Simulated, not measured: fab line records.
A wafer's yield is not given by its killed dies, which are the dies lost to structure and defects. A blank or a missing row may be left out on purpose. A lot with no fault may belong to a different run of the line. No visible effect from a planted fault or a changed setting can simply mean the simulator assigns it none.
Split-lot experiment ; flow n5_finfet ; 7 lots, 21 wafers read, on a route of 1938 steps

THE SPLIT
At N5_BEOL_M8_COAT_59 (time 60 s, resist thk 100 nm), the setting spin_rpm was moved away from the recipe's 1500 rpm on 9 of the 21 wafers read, by -10.9% to +10.8%. This setting was run at the recipe's value on the other wafers.

FROM THE SPLIT TO THE READING: what the file shows between them, 7 steps
- N5_BEOL_M8_COAT_60: time 60 s, resist thk 35 nm
- N5_BEOL_M8_COAT_05: resist thk 90 nm
- N5_BEOL_M8_DESCUM_16: chemistry O2, time 7.9 s
- N5_BEOL_M8_ETCH_61: etches SiARC in CF4, target depth 45.5 nm, time 75.8 s
- N5_BEOL_M8_ETCH_62: etches SOC in N2/H2, target depth 110 nm, overetch 22 nm, time 165 s
- N5_BEOL_M8_STRIP_68: strips in N2/H2
- N5_BEOL_M8_STRIP_67: strips in CF4

THE READING
SOC_of_BEOL_M8_COAT_59.thk_nm (the simulator's own value, which no gauge read), in nm, at N5_BEOL_M8_HM_OPEN_17 (chemistry Cl2/BCl3, target TiN, target depth 20 nm, overetch 6 nm). No usual value for it is given in the file. Average 92.0 nm, standard deviation 0.24 nm, over the 12 wafers here run with the recipe.

wafer;tool, chamber at the split;spin_rpm as run, rpm;against the recipe;SOC_of_BEOL_M8_COAT_59.thk_nm, nm;against lot-mates on the recipe
L078.1;litho_track-02, 0;1500;recipe;91.8;-
L078.4;litho_track-02, 0;1632;+8.8%;88;-3.9
L078.6;litho_track-02, 0;1500;recipe;92;-
L079.2;litho_track-01, 0;1662;+10.8%;86.6;-5.6
L079.3;litho_track-01, 0;1662;+10.8%;86.8;-5.4
L079.5;litho_track-01, 0;1500;recipe;92.2;-
L089.2;litho_track-02, 0;1369;-8.7%;96.2;+4.5
L089.4;litho_track-02, 0;1500;recipe;91.6;-
L089.5;litho_track-02, 0;1500;recipe;91.8;-
L092.2;litho_track-03, 0;1500;recipe;92.2;-
L092.3;litho_track-03, 0;1500;recipe;92.2;-
L092.5;litho_track-03, 0;1619;+7.9%;88.4;-3.8
L091.1;litho_track-03, 0;1337;-10.9%;97.6;+5.8
L091.3;litho_track-03, 0;1337;-10.9%;97.8;+6.0
L091.4;litho_track-03, 0;1500;recipe;91.8;-
L093.3;litho_track-03, 0;1500;recipe;92;-
L093.5;litho_track-03, 0;1386;-7.6%;96.2;+4.2
L093.6;litho_track-03, 0;1386;-7.6%;96;+4.0
L097.2;litho_track-03, 0;1500;recipe;92.4;-
L097.4;litho_track-03, 0;1500;recipe;92.4;-
L097.3;litho_track-03, 0;1500;recipe;92;-

FIT RESULTS
A straight line over all 21 wafers: SOC_of_BEOL_M8_COAT_59.thk_nm changes by -0.499 nm for each +1% of spin_rpm; r = -1.00; the points scatter about the line by 0.25 nm.
The same after taking each lot's own level away (the mean of its wafers on the recipe; 21 wafers): -0.514 nm for each +1%; r = -1.00; scatter 0.2 nm.
Per that fit: largest spin_rpm move, reading shift of 5.6 nm.
The lots' own levels span 91.70 to 92.27 nm, that is 2.3 times the standard deviation above.
Hence the lot-to-lot level has little effect on the slope; both slopes agree.
Check: for one of the wafers moved furthest among these (-10.9%), held out of the fit, the line's prediction against its lot-mates is +5.66 nm. It came out at +5.8 nm against them.

ADDITIONAL SPLITS CARRIED BY THESE WAFERS
These wafers also went through other splits before the reading. Each is held against what the fit with the lots' levels taken away leaves over:
other split on the same wafers;wafers away from the commonest value;r with SOC_of_BEOL_M8_COAT_59.thk_nm (lot level and that fit taken away)
N5_BEOL_M4_EXPOSE_25 dose_mj;7;-0.20
N5_BEOL_M7_ILD_DEP_00 time_s;4;-0.27
N5_BEOL_M7_HM_DEP_02 target_thk_a;7;-0.02
N5_BEOL_M7_ETCH_66 time_s;8;-0.10
N5_BEOL_M7_VIA_ETCH_34 source_w;6;+0.03
N5_BEOL_M8_PECVD_70 time_s;7;+0.08

THE WHOLE CHAIN: every reading that the file lists as answering this split, in the file's order
step;what it does;reading;change (the file's fit);r (the file's)
N5_BEOL_M8_COAT_59;time 60 s, resist thk 100 nm;SOC_of_BEOL_M8_COAT_59.thk_nm (the simulator's own value, which no gauge read);-0.516 nm for each +1% of the setting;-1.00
N5_BEOL_M8_ETCH_62;etches SOC in N2/H2, target depth 110 nm, overetch 22 nm, time 165 s;etch.depth_nm (the simulator's own value, which no gauge read);-0.51 nm for each +1% of the setting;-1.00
N5_BEOL_M8_HM_OPEN_17;chemistry Cl2/BCl3, target TiN, target depth 20 nm, overetch 6 nm;SOC_of_BEOL_M8_COAT_59.thk_nm (the simulator's own value, which no gauge read);-0.508 nm for each +1% of the setting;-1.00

THE FILE'S OWN FIT
SOC_of_BEOL_M8_COAT_59.thk_nm changes by -0.508 nm for each +1% of spin_rpm, r = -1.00.
